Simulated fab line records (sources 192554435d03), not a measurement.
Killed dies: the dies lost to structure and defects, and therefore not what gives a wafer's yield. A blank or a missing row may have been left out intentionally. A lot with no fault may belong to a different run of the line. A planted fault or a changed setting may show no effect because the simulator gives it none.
Matching of chambers	flow n5 finfet	rie si-04 running N5_BEOL_M0_SAQP_MANDREL_ETCH_103: 4 sister chambers
The step etches a-Si in HBr/Cl2, stops on SiCN, target depth 45 nm, bt time 10 s, time 27 s. 8 wafers are shown with their chamber, then 11 later ones without.

WAFERS, EACH WITH ITS CHAMBER
wafer	chamber	throttle valve pct (%)	oes product au (a.u.)
L081.2	1	35.7	0.692
L082.2	3	35.2	0.640
L087.1	2	35.4	0.679
L087.6	0	35.9	0.674
L089.4	1	35.7	0.695
L089.5	3	35.2	0.666
L089.6	0	36.0	0.661
L092.2	2	35.5	0.680

WAFERS WITHOUT THEIR CHAMBER
wafer	throttle valve pct (%)	oes product au (a.u.)
L092.5	35.4	0.696
L092.6	35.2	0.661
L094.1	35.9	0.668
L094.4	35.4	0.696
L094.6	35.2	0.672
L095.1	35.2	0.657
L095.3	35.4	0.671
L095.4	35.9	0.669
L096.1	35.5	0.678
L096.3	35.9	0.664
L096.4	35.2	0.657

WHICH CHAMBER EACH ONE RAN IN
wafer	from the rows above	in truth
L092.5	2	2
L092.6	3	3
L094.1	0	0
L094.4	2	2
L094.6	3	3
L095.1	3	3
L095.3	2	2
L095.4	0	0
L096.1	2	2
L096.3	0	0
L096.4	3	3
Correctly placed: 11 of 11. Not placeable from these rows: 0. 0 placed wrongly.
How it was worked out, from the rows above alone: a wafer's distance from a chamber is the root of the sum, over the readings, of the square of ((its reading less the chamber's mean) divided by the reading's scatter). The wafer belongs to the nearest chamber; if the next one is less than 2 further off, it can't be placed. For every chamber, the mean is computed from those of its wafers that are shown. The scatter is the square root of a quotient: the sum, over the shown wafers, of each reading's squared deviation from its chamber's mean, divided by wafers minus chambers.
